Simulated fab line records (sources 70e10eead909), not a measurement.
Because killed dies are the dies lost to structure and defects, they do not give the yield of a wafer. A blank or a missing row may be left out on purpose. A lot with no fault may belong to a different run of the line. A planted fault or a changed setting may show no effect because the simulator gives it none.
Matching of chambers | flow nand-harc | 4 sister chambers for NHARC_P_CONTACT_DESCUM_17 on rie-diel-02
The step chemistry O2, time 3 s. 7 wafers are shown with their chamber, then 8 later ones without.

## WAFERS, EACH WITH ITS CHAMBER
wafer  | chamber | throttle-valve-pct (%) | oes-product-au (a.u.)
L082.1 | 2       | 11.307                 | 1.002
L083.1 | 3       | 11.293                 | 0.983
L083.3 | 2       | 11.321                 | 0.997
L085.1 | 1       | 11.316                 | 1.008
L085.4 | 0       | 11.310                 | 0.969
L085.6 | 1       | 11.312                 | 1.004
L088.3 | 0       | 11.324                 | 0.977

## WAFERS WITH NO CHAMBER GIVEN
wafer  | throttle-valve-pct (%) | oes-product-au (a.u.)
L088.4 | 11.328                 | 0.998
L088.5 | 11.320                 | 1.008
L090.1 | 11.314                 | 0.983
L090.4 | 11.307                 | 1.000
L090.5 | 11.306                 | 0.985
L095.2 | 11.311                 | 0.994
L095.3 | 11.313                 | 1.004
L095.6 | 11.331                 | 1.024

## EACH ONE'S CHAMBER
wafer  | from the rows above          | in truth
L088.4 | can't be placed: 2 or 1      | 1
L088.5 | can't be placed: 1 or 2      | 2
L090.1 | can't be placed: 0 or 3 or 2 | 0
L090.4 | can't be placed: 2 or 1      | 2
L090.5 | can't be placed: 3 or 0 or 2 | 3
L095.2 | can't be placed: 2 or 1      | 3
L095.3 | can't be placed: 1 or 2      | 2
L095.6 | can't be placed: 1 or 2      | 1
0 of 8 placed correctly. Can't be placed from these rows: 8 (the true chamber is among the candidates in 7). 0 placed wrongly.
How it was worked out, from the rows above alone: a wafer's distance from a chamber is the root of the sum, over the readings, of the square of ((its reading less the chamber's mean) divided by the reading's scatter). The wafer belongs to the nearest chamber; if the next one is less than 2 further off, it can't be placed. The mean given for a chamber averages the wafers shown for that chamber. The scatter: take each reading less its chamber's mean, square it, sum over the shown wafers, divide by the number of wafers less the number of chambers, and take the root.
